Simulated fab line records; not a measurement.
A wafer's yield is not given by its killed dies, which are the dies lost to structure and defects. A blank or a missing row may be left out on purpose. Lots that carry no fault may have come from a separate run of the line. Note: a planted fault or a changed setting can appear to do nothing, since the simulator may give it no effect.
A lot that was struck, set against a sound lot ; flow n5_finfet ; 16 out of 1938 route steps
Sound: these wafers, L190.1, L190.3, L190.6. Struck: wafer L184.1 (left out: L184.6, a lot-mate that was not struck); the cause follows at the end.
At each step with rows: each side's tool, then ch and its chambers, then its first start. Under that, the readings that differ: sound wafers ; struck wafers ; difference of the means ; sigmas: that difference in standard deviations of wafers without a fault.
alike: words and numbers the same on both sides, and readings whose means are apart by under 2 such deviations; not compared: readings that were withheld, readings missing a value for some wafer, numbers with overlapping values and no deviation given by the record, and bounds like >300 which may hide the same value.
A row with sigmas, a row that says differs or no value, or rows on one side alone: a step with any of these is where the two part. When numbers do not overlap yet have no deviation, they are printed without sigmas and do not part them. Lack of a reading on every wafer of one side parts them only where that side has two or more wafers.

first, 7 steps without rows for these wafers: N5_BEOL_M2_COAT_76 (time 60 s, resist thk 5 nm); N5_BEOL_M2_COAT_22 (resist thk 30 nm); N5_BEOL_M2_EBR_24; N5_BEOL_M2_SOFTBAKE_23 (time 60 s); N5_BEOL_M2_EXPOSE_25 (exposes mask V1, defocus 5 nm); N5_BEOL_M2_PEB_26 (peb time 60 s); N5_BEOL_M2_DEVELOP_27 (develop time 30 s).
N5_BEOL_M2_CD_MEAS_28: target cd 26.2 nm, target cd y 24.1 nm.
  sound on cd_sem-01 ch 0, day 10 09:26; struck on cd_sem-01 ch 0, day 8 19:32
  alike: cd_nm
N5_BEOL_M2_OVL_MEAS_29:
  sound on overlay-02 ch 0, day 10 09:28; struck on overlay-02 ch 0, day 8 19:34
  alike: V1_OVL
N5_BEOL_M2_INSPECT_30: inspects for defects (brightfield).
  sound: defect_inspect-02 at day 10 09:32; struck: defect_inspect-02 at day 8 19:37
  alike: raw_defect_count
N5_BEOL_M2_DESCUM_33: chemistry O2, time 7 s.
  sound on rie_diel-05 ch 0,1,3, day 10 10:31; struck on rie_diel-03 ch 2, day 8 19:53
reading;sound;struck;difference;sigmas
drypump_motor_current_A (A);6.5 5.4 5.6;5.0;-0.8;-2
rf_vpp_V (V);245.4 245.4 244.0;242.0;-2.9;-2
  alike: o2_flow_sccm, oes_product_au, showerhead_plenum_p_Torr, throttle_valve_pct
  not compared: rf_hours_counter_h
N5_BEOL_M2_ETCH_77: etches underlayer in N2/H2, target depth 6.5 nm, time 5.2 s.
  sound on rie_diel-05 ch 0,1,3, day 10 10:34; struck on rie_diel-03 ch 2, day 8 19:56
reading;sound;struck;difference;sigmas
drypump_motor_current_A (A);6.5 5.4 5.6;5.0;-0.8;-2
  alike: etch_rf_on_time_s, oes_product_au, rf_vpp_V, showerhead_plenum_p_Torr, throttle_valve_pct
  not compared: rf_hours_counter_h
N5_BEOL_M2_ETCH_69: etches SiARC in CF4, target depth 15.6 nm, time 26 s.
  sound on rie_diel-05 ch 0,1,3, day 10 10:35; struck on rie_diel-03 ch 2, day 8 19:56
reading;sound;struck;difference;sigmas
drypump_motor_current_A (A);6.5 5.4 5.6;5.0;-0.8;-2
etch_rf_on_time_s (s);25.4 25.5 27.1;16.9;-9.1;-12
  alike: oes_product_au, rf_vpp_V, showerhead_plenum_p_Torr, throttle_valve_pct
  not compared: rf_hours_counter_h
N5_BEOL_M2_ALD_98: deposits SiO2, target thk 2.5 nm, pulse time 1 s, co reactant pulse time 1 s.
  sound on ald_sin-02 ch 0,1,3, day 10 10:40; struck on ald_sin-01 ch 3, day 8 20:08
  alike: heater_power_w, precursor_pulse_height_rel
  not compared: since_wet_clean_h
N5_BEOL_M4_RC_MEAS_101:
  sound on prober-01 ch 0, day 11 17:16; struck on prober-02 ch 0, day 10 13:08
  alike: DIBL_N, DIBL_P, IOFF_N, IOFF_P, ION_N, ION_P, SS_N, SS_P, VT_N, VT_P
next, for these wafers, 1 step has no rows: N5_PASSIVATION_PROBE_49.

== WHERE THEY PART ==
Last at N5_BEOL_M2_ETCH_69 as far as this record goes, first at N5_BEOL_M2_DESCUM_33. Later steps at which nothing parts them and some readings are alike: N5_BEOL_M2_ALD_98, N5_BEOL_M4_RC_MEAS_101.

WHY: what the simulator had put in
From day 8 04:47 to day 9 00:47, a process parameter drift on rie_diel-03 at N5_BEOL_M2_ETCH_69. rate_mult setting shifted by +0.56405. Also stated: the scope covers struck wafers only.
